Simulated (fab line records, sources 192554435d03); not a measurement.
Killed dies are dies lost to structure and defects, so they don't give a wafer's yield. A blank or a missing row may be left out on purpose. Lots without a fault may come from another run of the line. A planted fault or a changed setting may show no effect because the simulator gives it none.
Split-lot experiment | flow n5_finfet | 7 lots, 21 wafers read, on a route of 1938 steps

THE SPLIT
At N5_BEOL_M4_COAT_05 (resist thk 30 nm), the setting spin_rpm was moved away from the recipe's 1500 rpm on 5 of the 21 wafers read, by -5.7% to +9.6%. The other wafers ran this setting at the recipe's value.

FROM THE SPLIT TO THE READING: what the file shows between them, 3 steps
- N5_BEOL_M4_EBR_07
- N5_BEOL_M4_SOFTBAKE_06: time 60 s
- N5_BEOL_M4_DESCUM_16: chemistry O2, time 7 s

THE READING
CAR-EUV_of_BEOL_M4_COAT_05.thk_nm (the simulator's own value, which no gauge read), in nm, at N5_BEOL_M4_ETCH_74 (etches underlayer in N2/H2, target depth 6.5 nm, time 5.2 s). The file gives no usual value for it. The 16 wafers here that ran the recipe average 20.4 nm, standard deviation 0.11 nm.

wafer  | tool, chamber at the split | spin_rpm as run, rpm | against the recipe | CAR-EUV_of_BEOL_M4_COAT_05.thk_nm, nm | against lot-mates on the recipe
L074.1 | litho_track-01, 0          | 1500                 | recipe             | 20.4                                  | -
L074.6 | litho_track-01, 0          | 1500                 | recipe             | 20.4                                  | -
L074.3 | litho_track-01, 0          | 1431                 | -4.6%              | 21                                    | +0.6
L076.2 | litho_track-01, 0          | 1415                 | -5.7%              | 21                                    | +0.6
L076.3 | litho_track-01, 0          | 1500                 | recipe             | 20.4                                  | -
L076.4 | litho_track-01, 0          | 1500                 | recipe             | 20.4                                  | -
L078.4 | litho_track-01, 0          | 1644                 | +9.6%              | 19                                    | -1.4
L078.5 | litho_track-01, 0          | 1500                 | recipe             | 20.4                                  | -
L078.6 | litho_track-01, 0          | 1500                 | recipe             | 20.4                                  | -
L082.2 | litho_track-01, 0          | 1500                 | recipe             | 20.6                                  | -
L082.4 | litho_track-01, 0          | 1500                 | recipe             | 20.4                                  | -
L082.6 | litho_track-01, 0          | 1500                 | recipe             | 20.4                                  | -
L084.2 | litho_track-02, 0          | 1500                 | recipe             | 20.4                                  | -
L084.4 | litho_track-02, 0          | 1500                 | recipe             | 20.2                                  | -
L084.6 | litho_track-02, 0          | 1500                 | recipe             | 20.2                                  | -
L085.3 | litho_track-03, 0          | 1596                 | +6.4%              | 19.4                                  | -0.8
L085.5 | litho_track-03, 0          | 1596                 | +6.4%              | 19.4                                  | -0.8
L085.4 | litho_track-03, 0          | 1500                 | recipe             | 20.2                                  | -
L093.1 | litho_track-02, 0          | 1500                 | recipe             | 20.4                                  | -
L093.6 | litho_track-02, 0          | 1500                 | recipe             | 20.4                                  | -
L093.4 | litho_track-02, 0          | 1500                 | recipe             | 20.2                                  | -

THE FIT
A straight line over all 21 wafers: CAR-EUV_of_BEOL_M4_COAT_05.thk_nm changes by -0.14 nm for each +1% of spin_rpm; r = -0.98; the points scatter about the line by 0.1 nm.
The same after taking each lot's own level away (the mean of its wafers on the recipe; 21 wafers): -0.131 nm for each +1%; r = -0.98; scatter 0.08 nm.
On that fit, the largest move of spin_rpm shifts the reading by 1.3 nm.
The lots' own levels span 20.20 to 20.47 nm, that is 2.5 times the standard deviation above.
So the lot-to-lot level changes the slope little: the two slopes agree.
Check: with one of the wafers moved furthest among these (+9.6%) left out of the fit, the line predicts -1.17 nm for it against its lot-mates. It came out at -1.4 nm against them.

OTHER SPLITS ON THESE WAFERS
These wafers also went through other splits before the reading. Each is held against what the fit with the lots' levels taken away leaves over:
other split on the same wafers    | wafers away from the commonest value | r with CAR-EUV_of_BEOL_M4_COAT_05.thk_nm (lot level and that fit taken away)
N5_BEOL_M0_SAQP_COAT_34 spin_rpm  | 2                                    | +0.30
N5_BEOL_M0_ETCH_138 source_w      | 9                                    | -0.01
N5_BEOL_M2_ILD_DEP_00 time_s      | 4                                    | -0.11
N5_BEOL_M3_HM_DEP_02 target_thk_a | 5                                    | -0.19
N5_BEOL_M3_COAT_62 spin_rpm       | 6                                    | +0.13

THE WHOLE CHAIN: every reading that the file lists as answering this split, in the file's order
step               | what it does                                                | reading                                                                            | change (the file's fit)               | r (the file's)
N5_BEOL_M4_COAT_05 | resist thk 30 nm                                            | CAR-EUV_of_BEOL_M4_COAT_05.thk_nm (the simulator's own value, which no gauge read) | -0.142 nm for each +1% of the setting | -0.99
N5_BEOL_M4_ETCH_74 | etches underlayer in N2/H2, target depth 6.5 nm, time 5.2 s | CAR-EUV_of_BEOL_M4_COAT_05.thk_nm (the simulator's own value, which no gauge read) | -0.133 nm for each +1% of the setting | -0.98

THE FILE'S OWN FIT
CAR-EUV_of_BEOL_M4_COAT_05.thk_nm changes by -0.133 nm for each +1% of spin_rpm, r = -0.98.
